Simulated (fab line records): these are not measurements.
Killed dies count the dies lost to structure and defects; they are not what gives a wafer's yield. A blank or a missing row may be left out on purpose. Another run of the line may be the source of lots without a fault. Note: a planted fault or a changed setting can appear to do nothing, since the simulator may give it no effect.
fab line records + flow n5-finfet
record
- lots=10
- wafers=27
- last-day=19
route steps=1938 shown SD_ACTIVATION@331 ILD0@341 SDB@358 BEOL_M4@1111 PASSIVATION@1936
lots untouched by any fault: they come from a run of this same line in which no faults occurred
start-h: hours from the record's first day to the start of the lot's first wafer shown + wait-h: hours from the lot's prior step to this one + " as in the row above + L1.1+2: a row that stands for several wafers + - either no value or no given start + * or withheld: withheld + < > ~ a bound
route shown NAME@n: a module of which the file shows steps, and the number in the route of the first + usual: mean/standard deviation taken from wafers without a fault + same: alike in all rows + chamber/n: place in a boat + sites: each site's reading + _std_site: the standard deviation of these + _edge_site: inner sites' mean taken away from outer sites' mean + radius-mm: how far each site lies from the wafer's centre + mask NAME#n: copy n + behind: the last tool/chamber to shape the wafer + hold: what put the lot on hold/how long, in hours/how the hold closed + device: the transistor (n, p or np) that didn't switch + end of line: tests run on the same wafers once the route is complete + a step with no rows: only its recipe + killed: dies that structure and defects cost at the first sort, which is not the same as the wafer's yield + map: shows each die of a wafer: x if killed, . if not, _ if none is there
set.NAME: the setting as run; set.NAME@STEP: as run at that earlier step + model.NAME: the simulator's own value behind a step, which no gauge read
a sample of lots followed through the steps of the route, with each step as a table and each wafer as a row
services: the hour from which a tool's chamber was out of use, counted from the record's first day as start-h (under 0 if before that day), plus the number of hours and why
## steps
# step N5_SD_ACTIVATION_LSA_01
# recipe
- temp-c=1080
- time-s=0.0008
- ambient=N2
# usual
- wafer_temp_C_max=1084.7/1.4
# same
- time-s=0.0008
| lot.wafer | tool            | chamber | start-h | wait-h | wafer_temp_C_max |
|-----------|-----------------|---------|---------|--------|------------------|
| L792.1    | laser-anneal-02 | 0       | 64.74   | 0.2    | 1084.8           |
| L792.4    | "               | 0       | "       | "      | 1085.8           |
| L792.5    | "               | 0       | "       | "      | 1086.1           |
| L798.3    | laser-anneal-02 | 0       | 105.16  | 0.2    | 1084.4           |
| L798.6    | "               | 0       | "       | "      | 1085.9           |
| L800.3    | laser-anneal-02 | 0       | 116.86  | 0.2    | 1084.8           |
| L800.5    | "               | 0       | "       | "      | 1085.8           |
| L801.2    | laser-anneal-01 | 0       | 120.52  | 0.2    | 1085.1           |
| L801.5    | "               | 0       | "       | "      | 1083.7           |
| L803.1    | laser-anneal-01 | 0       | 134.83  | 0.2    | 1085.3           |
| L803.4    | "               | 0       | "       | "      | 1083.9           |
| L803.5    | "               | 0       | "       | "      | 1082.9           |
| L806.1    | laser-anneal-02 | 0       | 148.42  | 0.2    | 1085.5           |
| L806.2    | "               | 0       | "       | "      | 1085.8           |
| L806.5    | "               | 0       | "       | "      | 1086.2           |
| L810.3    | laser-anneal-02 | 0       | 169.92  | 0.2    | 1087.1           |
| L810.5    | "               | 0       | "       | "      | 1086.4           |
| L810.6    | "               | 0       | "       | "      | 1085.7           |
| L811.1    | laser-anneal-01 | 0       | 178.23  | 0.2    | 1083.5           |
| L811.2    | "               | 0       | "       | "      | 1082.5           |
| L811.4    | "               | 0       | "       | "      | 1082.7           |
| L813.1    | laser-anneal-01 | 0       | 187.65  | 0.2    | 1082.9           |
| L813.2    | "               | 0       | "       | "      | 1084.3           |
| L813.3    | "               | 0       | "       | "      | 1082.6           |
| L814.2    | laser-anneal-02 | 0       | 194.81  | 0.2    | 1086.0           |
| L814.4    | "               | 0       | "       | "      | 1085.2           |
| L814.6    | "               | 0       | "       | "      | 1084.7           |
# step N5_ILD0_THK_MEAS_08
# usual
- thk-nm=139.3/1
| lot.wafer | tool          | chamber | start-h | wait-h | thk-nm |
|-----------|---------------|---------|---------|--------|--------|
| L792.1    | film-metro-02 | -       | 68.31   | -      | 140.3  |
| L792.4    | "             | -       | "       | "      | 139.6  |
| L792.5    | "             | -       | "       | "      | 140.4  |
| L798.3    | film-metro-01 | -       | 108.65  | -      | 138.2  |
| L798.6    | "             | -       | "       | "      | 138.4  |
| L800.3    | film-metro-02 | -       | 120.93  | -      | 138.6  |
| L800.5    | "             | -       | "       | "      | 137.9  |
| L801.2    | film-metro-01 | -       | 124.06  | -      | 141.0  |
| L801.5    | "             | -       | "       | "      | 139.4  |
| L803.1    | film-metro-02 | -       | 138.38  | -      | 139.6  |
| L803.4    | "             | -       | "       | "      | 138.9  |
| L803.5    | "             | -       | "       | "      | 138.8  |
| L806.1    | film-metro-02 | -       | 151.98  | -      | 138.4  |
| L806.2    | "             | -       | "       | "      | 137.1  |
| L806.5    | "             | -       | "       | "      | 137.7  |
| L810.3    | film-metro-02 | -       | 174.13  | -      | 140.3  |
| L810.5    | "             | -       | "       | "      | 139.8  |
| L810.6    | "             | -       | "       | "      | 141.1  |
| L811.1    | film-metro-01 | -       | 181.88  | -      | 138.9  |
| L811.2    | "             | -       | "       | "      | 138.8  |
| L811.4    | "             | -       | "       | "      | 139.8  |
| L813.1    | film-metro-01 | -       | 191.49  | -      | 139.3  |
| L813.2    | "             | -       | "       | "      | 139.2  |
| L813.3    | "             | -       | "       | "      | 138.6  |
| L814.2    | film-metro-01 | -       | 198.75  | -      | 141.2  |
| L814.4    | "             | -       | "       | "      | 139.5  |
| L814.6    | "             | -       | "       | "      | 140.1  |
# step N5_SDB_INSPECT_13
# recipe
- mode=adi
- inspect-instrument=brightfield
# usual
- raw-defect-count=70/28
| lot.wafer | tool              | chamber | start-h | wait-h | raw-defect-count |
|-----------|-------------------|---------|---------|--------|------------------|
| L792.1    | defect-inspect-02 | -       | 73.19   | 0.0    | 68               |
| L792.4    | "                 | -       | "       | "      | 57               |
| L792.5    | "                 | -       | "       | "      | 73               |
| L798.3    | defect-inspect-02 | -       | 112.44  | 0.0    | 85               |
| L798.6    | "                 | -       | "       | "      | 79               |
| L800.3    | defect-inspect-02 | -       | 124.71  | 0.0    | 222              |
| L800.5    | "                 | -       | "       | "      | 71               |
| L801.2    | defect-inspect-02 | -       | 127.84  | 0.0    | 79               |
| L801.5    | "                 | -       | "       | "      | 80               |
| L803.1    | defect-inspect-02 | -       | 142.18  | 0.0    | 58               |
| L803.4    | "                 | -       | "       | "      | 62               |
| L803.5    | "                 | -       | "       | "      | 69               |
| L806.1    | defect-inspect-01 | -       | 155.79  | 0.0    | 46               |
| L806.2    | "                 | -       | "       | "      | 48               |
| L806.5    | "                 | -       | "       | "      | 86               |
| L810.3    | defect-inspect-02 | -       | 177.91  | 0.0    | 69               |
| L810.5    | "                 | -       | "       | "      | 107              |
| L810.6    | "                 | -       | "       | "      | 58               |
| L811.1    | defect-inspect-02 | -       | 185.54  | 0.0    | 64               |
| L811.2    | "                 | -       | "       | "      | 82               |
| L811.4    | "                 | -       | "       | "      | 76               |
| L813.1    | defect-inspect-01 | -       | 195.26  | 0.0    | 52               |
| L813.2    | "                 | -       | "       | "      | 96               |
| L813.3    | "                 | -       | "       | "      | 85               |
| L814.2    | defect-inspect-01 | -       | 202.53  | 0.0    | 27               |
| L814.4    | "                 | -       | "       | "      | 53               |
| L814.6    | "                 | -       | "       | "      | 38               |
# step N5_SDB_ETCH_17
# recipe
- chemistry=CF4
- target=SiARC
- target-depth-a=234
- mask-material=CAR-ArF
- time-s=39
- ion-energy-ev=80
- pressure-mtorr=40
- source-w=545
- bias-w=36
- Ar_flow_sccm=100
- cf4-flow-sccm=100
- ends=cleared
# usual
- drypump-motor-current-A=5.8/0.38
- etch-rf-on-time-s=38.8/0.52
- oes-product-au=0.68/0.069
- rf-vpp-V=184.4/1.5
- showerhead-plenum-p-Torr=2.18/0.093
- throttle-valve-pct=15.54/0.19
| lot.wafer | tool        | chamber | start-h | wait-h | drypump-motor-current-A | etch-rf-on-time-s | oes-product-au | rf-hours-counter-h | rf-vpp-V | showerhead-plenum-p-Torr | throttle-valve-pct |
|-----------|-------------|---------|---------|--------|-------------------------|-------------------|----------------|--------------------|----------|--------------------------|--------------------|
| L792.1    | rie-diel-02 | 0       | 73.26   | 0.0    | 5.3                     | 37.7              | 0.83           | 2                  | 184.0    | 2.27                     | 15.20              |
| L792.4    | "           | 3       | "       | "      | 5.9                     | 39.0              | 0.66           | 151                | 185.1    | 2.22                     | 15.39              |
| L792.5    | "           | 2       | "       | "      | 6.4                     | 38.3              | 0.59           | -                  | 182.8    | 2.12                     | 15.74              |
| L798.3    | rie-diel-02 | 0       | 112.57  | 0.0    | 5.3                     | 27.7              | 0.93           | 15                 | 185.7    | 2.27                     | 15.22              |
| L798.6    | "           | 0       | "       | "      | 5.3                     | 37.8              | 0.77           | -                  | 185.2    | 2.27                     | 15.22              |
| L800.3    | rie-diel-02 | 1       | 124.78  | 0.0    | 5.4                     | 28.7              | 0.85           | 63                 | 185.0    | 2.27                     | 15.53              |
| L800.5    | "           | 1       | "       | "      | 5.5                     | 28.9              | 0.86           | -                  | 187.8    | 2.27                     | 15.54              |
| L801.2    | rie-diel-02 | 2       | 127.91  | 0.0    | 6.4                     | 38.9              | 0.58           | 228                | 183.6    | 2.11                     | 15.78              |
| L801.5    | "           | 3       | "       | "      | 5.9                     | 29.1              | 0.76           | -                  | 184.9    | 2.21                     | 15.42              |
| L803.1    | rie-diel-05 | 2       | 142.26  | 0.0    | 5.8                     | 38.6              | 0.83           | 2                  | 186.0    | 2.28                     | 15.42              |
| L803.4    | "           | 3       | "       | "      | 6.3                     | 38.4              | 0.61           | 227                | 185.6    | 2.20                     | 15.82              |
| L803.5    | "           | 2       | "       | "      | 5.8                     | 39.1              | 0.82           | -                  | 184.9    | 2.28                     | 15.40              |
| L806.1    | rie-diel-04 | 2       | 155.86  | 0.0    | 6.1                     | 38.3              | 0.75           | 47                 | 183.6    | 2.10                     | 15.71              |
| L806.2    | "           | 1       | "       | "      | 6.1                     | 39.3              | 0.62           | 201                | 182.8    | 2.04                     | 15.51              |
| L806.5    | "           | 2       | "       | "      | 6.1                     | 38.1              | 0.76           | -                  | 182.9    | 2.10                     | 15.72              |
| L810.3    | rie-diel-04 | 3       | 178.10  | 0.0    | 6.0                     | 38.3              | 0.63           | 200                | 183.7    | 2.12                     | 15.53              |
| L810.5    | "           | 2       | "       | "      | 6.1                     | 38.7              | 0.74           | -                  | 183.9    | 2.10                     | 15.73              |
| L810.6    | "           | 1       | "       | "      | 6.1                     | 38.7              | 0.62           | -                  | 182.1    | 2.03                     | 15.53              |
| L811.1    | rie-diel-04 | 2       | 185.61  | 0.0    | 6.1                     | 38.3              | 0.75           | 59                 | 184.4    | 2.09                     | 15.77              |
| L811.2    | "           | 3       | "       | "      | 6.0                     | 37.6              | 0.63           | 202                | 183.9    | 2.12                     | 15.54              |
| L811.4    | "           | 1       | "       | "      | 6.1                     | 38.6              | 0.62           | 214                | 183.6    | 2.03                     | 15.54              |
| L813.1    | rie-diel-04 | 3       | 195.33  | 0.0    | 6.0                     | 38.4              | 0.62           | 205                | 183.1    | 2.11                     | 15.55              |
| L813.2    | "           | 2       | "       | "      | 6.0                     | 38.7              | 0.73           | 62                 | 182.9    | 2.09                     | 15.74              |
| L813.3    | "           | 0       | "       | "      | 6.4                     | 37.9              | 0.76           | 49                 | 185.9    | 2.27                     | 15.35              |
| L814.2    | rie-diel-02 | 0       | 202.60  | 0.0    | 5.3                     | 38.1              | 0.72           | 46                 | 184.9    | 2.26                     | 15.28              |
| L814.4    | "           | 1       | "       | "      | 5.5                     | 39.1              | 0.69           | -                  | 185.1    | 2.26                     | 15.56              |
| L814.6    | "           | 0       | "       | "      | 5.3                     | 37.9              | 0.72           | -                  | 185.1    | 2.26                     | 15.29              |
# step N5_BEOL_M4_RC_MEAS_101
# usual
- DIBL_N=35.9/1.3
- DIBL_P=35.9/1.5
- IOFF_N=0.152/0.023
- IOFF_P=0.204/0.027
- ION_N=673/9.2
- ION_P=462/6.7
- SS_N=71.4/0.48
- SS_P=73.2/0.55
- VT_N=250.3/2.6
- VT_P=-250.6/3
| lot.wafer | tool      | chamber | start-h | wait-h | DIBL_N[mV/V] | DIBL_P[mV/V] | IOFF_N[nA/um] | IOFF_P[nA/um] | ION_N[uA/um] | ION_P[uA/um] | SS_N[mV/dec] | SS_P[mV/dec] | VT_N[mV] | VT_P[mV] |
|-----------|-----------|---------|---------|--------|--------------|--------------|---------------|---------------|--------------|--------------|--------------|--------------|----------|----------|
| L792.1    | prober-01 | 0       | 186.74  | 0.0    | 35.9         | 36.2         | 0.177         | 0.208         | 682          | 458          | 71.3         | 73.9         | 246.9    | -250.4   |
| L792.4    | "         | 0       | "       | "      | 35.3         | 35.8         | 0.163         | 0.198         | 679          | 459          | 71.8         | 73.7         | 248.9    | -251.5   |
| L792.5    | "         | 0       | "       | "      | 34.9         | 36.1         | 0.159         | 0.204         | 676          | 464          | 70.8         | 73.1         | 248.7    | -252.7   |
| L798.3    | prober-02 | 0       | 240.38  | 0.5    | 34.8         | 33.9         | 0.126         | 0.161         | 670          | 454          | 71.0         | 73.6         | 253.6    | -254.7   |
| L798.6    | "         | 0       | "       | "      | 34.8         | 34.9         | 0.130         | 0.178         | 668          | 462          | 71.0         | 72.1         | 253.5    | -252.7   |
| L801.2    | prober-02 | 0       | 248.11  | 0.5    | 37.6         | 37.3         | 0.206         | 0.217         | 678          | 458          | 71.8         | 73.2         | 244.2    | -253.5   |
| L801.5    | "         | 0       | "       | "      | 36.9         | 36.6         | 0.182         | 0.209         | 682          | 458          | 71.3         | 72.6         | 246.1    | -251.4   |
| L803.1    | prober-01 | 0       | 249.16  | 0.0    | 34.3         | 33.5         | 0.154         | 0.211         | 683          | 472          | 71.5         | 72.7         | 248.0    | -249.9   |
| L803.4    | "         | 0       | "       | "      | 35.1         | 33.7         | 0.163         | 0.210         | 681          | 463          | 71.7         | 73.3         | 248.1    | -249.2   |
| L803.5    | "         | 0       | "       | "      | 34.8         | 34.6         | 0.161         | 0.225         | 679          | 470          | 71.2         | 74.5         | 249.0    | -248.3   |
| L800.3    | prober-02 | 0       | 267.38  | 0.3    | 35.0         | 35.2         | 0.127         | 0.198         | 665          | 460          | 70.7         | 72.8         | 251.2    | -248.8   |
| L800.5    | "         | 0       | "       | "      | 35.9         | 36.2         | 0.143         | 0.209         | 681          | 461          | 71.7         | 73.8         | 248.9    | -248.1   |
| L806.1    | prober-02 | 0       | 278.09  | 0.0    | 37.4         | 34.7         | 0.139         | 0.161         | 679          | 457          | 71.0         | 72.6         | 251.0    | -255.2   |
| L806.2    | "         | 0       | "       | "      | 39.0         | 36.7         | 0.163         | 0.193         | 689          | 463          | 71.4         | 73.7         | 248.7    | -253.3   |
| L806.5    | "         | 0       | "       | "      | 36.4         | 33.5         | 0.121         | 0.149         | 669          | 452          | 71.3         | 72.6         | 252.4    | -252.7   |
| L811.1    | prober-02 | 0       | 305.47  | 0.0    | 36.1         | 36.0         | 0.162         | 0.183         | 675          | 454          | 71.9         | 73.0         | 250.0    | -253.1   |
| L811.2    | "         | 0       | "       | "      | 36.2         | 36.6         | 0.164         | 0.187         | 668          | 455          | 72.0         | 73.8         | 248.5    | -255.2   |
| L811.4    | "         | 0       | "       | "      | 35.4         | 35.8         | 0.149         | 0.176         | 669          | 452          | 71.4         | 73.1         | 250.2    | -256.0   |
| L810.3    | prober-01 | 0       | 305.57  | 0.3    | 36.5         | 36.4         | 0.174         | 0.228         | 688          | 471          | 71.9         | 72.9         | 246.3    | -248.1   |
| L810.5    | "         | 0       | "       | "      | 35.8         | 35.8         | 0.162         | 0.218         | 681          | 469          | 72.0         | 72.9         | 248.6    | -249.2   |
| L810.6    | "         | 0       | "       | "      | 36.4         | 36.3         | 0.172         | 0.228         | 677          | 468          | 71.1         | 72.5         | 245.5    | -247.2   |
| L813.1    | prober-01 | 0       | 331.94  | 0.0    | 41.0         | 40.4         | 0.248         | 0.306         | 686          | 469          | 72.2         | 74.8         | 245.1    | -245.4   |
| L813.2    | "         | 0       | "       | "      | 37.6         | 35.8         | 0.157         | 0.216         | 667          | 459          | 72.2         | 73.7         | 251.9    | -252.3   |
| L813.3    | "         | 0       | "       | "      | 38.4         | 36.5         | 0.177         | 0.238         | 669          | 455          | 71.4         | 74.4         | 249.1    | -249.1   |
| L814.2    | prober-02 | 0       | 334.79  | 0.2    | 35.3         | 34.3         | 0.134         | 0.219         | 657          | 466          | 71.6         | 73.2         | 252.8    | -247.0   |
| L814.4    | "         | 0       | "       | "      | 35.2         | 34.4         | 0.130         | 0.216         | 667          | 471          | 71.4         | 72.1         | 249.9    | -247.9   |
| L814.6    | "         | 0       | "       | "      | 35.9         | 35.3         | 0.146         | 0.240         | 678          | 477          | 71.1         | 73.7         | 251.0    | -244.7   |
# step N5_PASSIVATION_PROBE_49
# usual
- defect-limited-yield=91.0/1.5
- killed_at_M0_to_M3=37/12
- killed_at_M4_up=13/5
- killed-at-contacts=13/6.1
- killed-at-front-end=39/11
- killed-at-other=4/3.2
- killed-dies=106/17
- killed-on-rim=13/4.2
- killed-open=69/12
- killed-short=35/7.9
- sort_bin_4_leakage=0.00/0.007
- sort_bin_5_function=5.3/1
- sort_bin_6_memory=3.3/0.68
- sort-n-pass=1074/17
- sort-yield-pct=91.0/1.5
# same
- gross-dies=1180
- killed-at-back-side=0
- sort_bin_8_speed[%]=0
| lot.wafer | tool      | chamber | start-h | wait-h | defect-limited-yield[%] | killed_at_M0_to_M3 | killed_at_M4_up | killed-at-contacts | killed-at-front-end | killed-at-other | killed-dies | killed-on-rim | killed-open | killed-short | sort_bin_4_leakage[%] | sort_bin_5_function[%] | sort_bin_6_memory[%] | sort-n-pass | sort-yield-pct[%] |
|-----------|-----------|---------|---------|--------|-------------------------|--------------------|-----------------|--------------------|---------------------|-----------------|-------------|---------------|-------------|--------------|-----------------------|------------------------|----------------------|-------------|-------------------|
| L792.1    | prober-02 | -       | 292.11  | 0.0    | 91.9                    | 31                 | 14              | 9                  | 38                  | 4               | 96          | 11            | 61          | 30           | 0                     | 4.4                    | 3.1                  | 1084        | 91.9              |
| L792.4    | prober-02 | -       | 292.26  | 0.2    | 91.5                    | 31                 | 14              | 7                  | 41                  | 7               | 100         | 14            | 70          | 29           | 0                     | 5.2                    | 3.1                  | 1080        | 91.5              |
| L792.5    | prober-02 | -       | 292.31  | 0.2    | 89.5                    | 47                 | 6               | 14                 | 54                  | 3               | 124         | 16            | 79          | 44           | 0                     | 5.2                    | 4.7                  | 1056        | 89.5              |
| L798.3    | prober-02 | -       | 356.02  | 0.1    | 91.4                    | 51                 | 12              | 16                 | 21                  | 2               | 102         | 12            | 66          | 34           | 0                     | 5.5                    | 2.7                  | 1078        | 91.4              |
| L798.6    | prober-02 | -       | 356.17  | 0.3    | 92.7                    | 24                 | 22              | 5                  | 30                  | 5               | 86          | 13            | 56          | 27           | 0                     | 4.7                    | 2.4                  | 1094        | 92.7              |
| L801.2    | prober-01 | -       | 361.50  | 0.1    | 92.2                    | 24                 | 3               | 15                 | 50                  | 0               | 92          | 6             | 56          | 36           | 0                     | 4.7                    | 2.8                  | 1088        | 92.2              |
| L801.5    | prober-01 | -       | 361.65  | 0.2    | 93.1                    | 25                 | 11              | 6                  | 38                  | 1               | 81          | 17            | 58          | 23           | 0                     | 4.4                    | 2.3                  | 1099        | 93.1              |
| L803.1    | prober-02 | -       | 361.69  | 0.1    | 90.0                    | 43                 | 8               | 13                 | 48                  | 6               | 118         | 17            | 80          | 38           | 0                     | 5.2                    | 4.7                  | 1062        | 90.0              |
| L803.4    | prober-02 | -       | 361.84  | 0.3    | 91.2                    | 26                 | 18              | 11                 | 48                  | 1               | 104         | 14            | 82          | 22           | 0                     | 5.8                    | 2.9                  | 1076        | 91.2              |
| L803.5    | prober-02 | -       | 361.89  | 0.3    | 88.9                    | 45                 | 19              | 22                 | 39                  | 6               | 131         | 21            | 84          | 45           | 0                     | 6.8                    | 3.9                  | 1049        | 88.9              |
| L800.3    | prober-02 | -       | 374.99  | 0.1    | 89.3                    | 44                 | 12              | 12                 | 48                  | 10              | 126         | 12            | 70          | 51           | 0                     | 6.6                    | 3.1                  | 1054        | 89.3              |
| L800.5    | prober-02 | -       | 375.09  | 0.2    | 90.7                    | 46                 | 15              | 10                 | 28                  | 11              | 110         | 14            | 61          | 46           | 0                     | 5.2                    | 3.4                  | 1070        | 90.7              |
| L811.1    | prober-02 | -       | 421.05  | 0.0    | 91.4                    | 26                 | 14              | 6                  | 55                  | 0               | 101         | 12            | 66          | 34           | 0                     | 5.1                    | 3.1                  | 1079        | 91.4              |
| L811.2    | prober-02 | -       | 421.10  | 0.1    | 90.5                    | 29                 | 27              | 19                 | 36                  | 1               | 112         | 10            | 75          | 35           | 0                     | 6.4                    | 3.0                  | 1068        | 90.5              |
| L811.4    | prober-02 | -       | 421.20  | 0.2    | 90.5                    | 35                 | 21              | 7                  | 47                  | 2               | 112         | 14            | 72          | 38           | 0                     | 5.3                    | 3.6                  | 1068        | 90.5              |
# killed by level:class
L792.1 STI_FIN_REVEAL:geometric-particle:open=13 MOL_CONTACT_COAG:geometric-particle:open=8 BEOL_M0_SAQP:geometric-particle:open=8 FIN_SAQP:geometric-particle:open=7 BEOL_M0_SAQP:geometric-particle:short=7 BEOL_M4:geometric-particle:open=6 BEOL_M3:geometric-particle:open=5 BEOL_M4:geometric-particle:short=4
L792.4 STI_FIN_REVEAL:geometric-particle:open=13 FIN_SAQP:geometric-particle:open=8 BEOL_M0_SAQP:geometric-particle:open=7 BEOL_M0_SAQP:geometric-particle:short=6 MOL_CONTACT_COAG:geometric-particle:open=5 BEOL_M0:geometric-particle:open=5 BEOL_M2:geometric-particle:open=5 GATE_CUT:geometric-particle:short=4
L792.5 STI_FIN_REVEAL:geometric-particle:open=14 MOL_CONTACT_COAG:geometric-particle:open=12 BEOL_M0_SAQP:geometric-particle:open=10 BEOL_M0_SAQP:geometric-particle:short=9 FIN_SAQP:geometric-particle:open=8 FIN_SAQP:geometric-particle:short=8 GATE_CUT:geometric-particle:short=8 BEOL_M2:geometric-particle:open=7
L798.3 BEOL_M0_SAQP:geometric-particle:short=16 MOL_CONTACT_COAG:geometric-particle:open=15 BEOL_M0_SAQP:geometric-particle:open=15 BEOL_M2:geometric-particle:open=9 STI_FIN_REVEAL:geometric-particle:open=5 GATE_CUT:geometric-particle:short=5 BEOL_M3:geometric-particle:open=4 BEOL_M1:geometric-particle:open=3
L798.6 BEOL_M4:geometric-particle:open=9 GATE_CUT:geometric-particle:short=5 BEOL_M0_SAQP:geometric-particle:open=5 BEOL_M0_SAQP:geometric-particle:short=5 BEOL_M2:geometric-particle:open=5 STI_FIN_REVEAL:geometric-particle:open=4 DUMMY_GATE:geometric-particle:open=4 SPACER0:geometric-particle:open=4
L801.2 FIN_SAQP:geometric-particle:open=15 FIN_SAQP:geometric-particle:short=14 MOL_CONTACT_COAG:geometric-particle:open=14 BEOL_M0_SAQP:geometric-particle:short=7 STI_FIN_REVEAL:geometric-particle:open=6 BEOL_M0_SAQP:geometric-particle:open=6 GATE_CUT:geometric-particle:short=4 GATE_CUT:geometric-particle:open=3
L801.5 BEOL_M0_SAQP:geometric-particle:open=12 FIN_SAQP:geometric-particle:short=8 FIN_SAQP:geometric-particle:open=7 STI_FIN_REVEAL:geometric-particle:open=7 BEOL_M3:geometric-particle:open=6 MOL_CONTACT_COAG:geometric-particle:open=6 GATE_CUT:geometric-particle:open=4 STI_FIN_REVEAL:geometric-particle:short=3
L803.1 BEOL_M3:geometric-particle:open=13 STI_FIN_REVEAL:geometric-particle:open=12 MOL_CONTACT_COAG:geometric-particle:open=11 FIN_SAQP:geometric-particle:short=10 FIN_SAQP:geometric-particle:open=10 BEOL_M2:geometric-particle:open=7 BEOL_M1:geometric-particle:open=6 BEOL_M0_SAQP:geometric-particle:short=5
L803.4 FIN_SAQP:geometric-particle:open=16 STI_FIN_REVEAL:geometric-particle:open=13 MOL_CONTACT_COAG:geometric-particle:open=11 BEOL_M4:geometric-particle:open=7 BEOL_M1:geometric-particle:open=6 BEOL_M3:geometric-particle:open=5 ILD0:geometric-particle:short=3 GATE_CUT:geometric-particle:open=3
L803.5 MOL_CONTACT_COAG:geometric-particle:open=13 BEOL_M3:geometric-particle:open=11 BEOL_M4:geometric-particle:open=10 MOL_CONTACT_COAG:geometric-particle:short=9 BEOL_M1:geometric-particle:open=9 FIN_SAQP:geometric-particle:open=7 GATE_CUT:geometric-particle:short=5 GATE_CUT:geometric-particle:open=5
L800.3 BEOL_M0_SAQP:geometric-particle:short=9 BEOL_M3:geometric-particle:open=8 FIN_SAQP:geometric-particle:short=7 BEOL_M0_SAQP:geometric-particle:open=7 BEOL_M1:geometric-particle:open=7 FIN_SAQP:geometric-particle:open=6 MOL_CONTACT_COAG:geometric-particle:short=6 MOL_CONTACT_COAG:geometric-particle:open=6
L800.5 BEOL_M0_SAQP:geometric-particle:short=11 BEOL_M3:geometric-particle:open=10 BEOL_M0_SAQP:geometric-particle:open=8 MOL_CONTACT_COAG:geometric-particle:open=7 BEOL_M4:geometric-particle:open=6 PASS1_DEP:geometric-particle:short=5 BEOL_M2:geometric-particle:short=5 BEOL_M0:geometric-particle:open=4
L811.1 STI_FIN_REVEAL:geometric-particle:open=15 GATE_CUT:geometric-particle:short=12 BEOL_M4:geometric-particle:open=9 BEOL_M0_SAQP:geometric-particle:open=7 MOL_CONTACT_COAG:geometric-particle:open=6 BEOL_M3:geometric-particle:open=6 FIN_SAQP:geometric-particle:open=5 STI_FIN_REVEAL:geometric-particle:short=5
L811.2 BEOL_M4:geometric-particle:open=18 MOL_CONTACT_COAG:geometric-particle:open=16 FIN_SAQP:geometric-particle:short=7 GATE_CUT:geometric-particle:open=7 STI_FIN_REVEAL:geometric-particle:open=5 DUMMY_GATE:geometric-particle:open=5 BEOL_M0_SAQP:geometric-particle:open=5 BEOL_M2:geometric-particle:short=5
L811.4 FIN_SAQP:geometric-particle:short=13 BEOL_M4:geometric-particle:open=13 BEOL_M2:geometric-particle:open=10 STI_FIN_REVEAL:geometric-particle:open=8 FIN_SAQP:geometric-particle:open=6 MOL_CONTACT_COAG:geometric-particle:open=6 GATE_CUT:geometric-particle:short=5 DUMMY_GATE:geometric-particle:open=4
## services
| tool            | chamber | start-h | hours | kind                          |
|-----------------|---------|---------|-------|-------------------------------|
| laser-anneal-01 | -       | 50.05   | 1.5   | pm                            |
| rie-diel-02     | 0       | 52.92   | -     | clean                         |
| rie-diel-02     | 0       | 52.92   | -     | consumable-replace:focus-ring |
| rie-diel-02     | 0       | 52.92   | -     | consumable-replace:showerhead |
| rie-diel-02     | 0       | 52.92   | 17.0  | scheduled-down                |
| rie-diel-02     | 0       | 52.92   | 17.0  | vent-cycle                    |
| rie-diel-05     | 2       | 60.80   | 8.2   | repair                        |
| rie-diel-02     | -       | 85.35   | 0.4   | repair                        |
| rie-diel-05     | 2       | 108.52  | -     | clean                         |
| rie-diel-05     | 2       | 108.52  | -     | consumable-replace:focus-ring |
| rie-diel-05     | 2       | 108.52  | -     | consumable-replace:showerhead |
| rie-diel-05     | 2       | 108.52  | 29.3  | scheduled-down                |
| rie-diel-05     | 2       | 108.52  | 29.3  | vent-cycle                    |
| rie-diel-02     | 2       | 113.74  | 6.6   | repair                        |
| laser-anneal-01 | -       | 188.78  | 18.0  | pm                            |
| rie-diel-02     | 2       | 193.76  | -     | clean                         |
| rie-diel-02     | 2       | 193.76  | -     | consumable-replace:focus-ring |
| rie-diel-02     | 2       | 193.76  | 21.7  | scheduled-down                |
| rie-diel-02     | 2       | 193.76  | 21.7  | vent-cycle                    |
## key
first-sign
- step=N5_SDB_ETCH_17
- reading=etch-rf-on-time-s
- direction=down
- sigmas=20
- usual=*
- struck=*
effect
- step=N5_SDB_ETCH_17
- reading=oes-product-au
- direction=up
- sigmas=2.5
- usual=0.68
- struck=0.85
- wafers-moved=3
met-at N5_SDB_ETCH_17
struck-lots L798,L800,L801
struck-wafers L798.3,L800.3,L800.5,L801.5
not-acting-at N5_SD_ACTIVATION_LSA_01,N5_ILD0_THK_MEAS_08,N5_SDB_INSPECT_13
onset-between 73.26 112.57
fault
- kind=process-parameter-drift
- tool=rie-diel-02
- chamber=-
- onset-h=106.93
- steps=N5_SDB_ETCH_17
- channel=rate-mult
- offset=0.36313
- shape=step
- end-h=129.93
- scope=struck-wafers-only
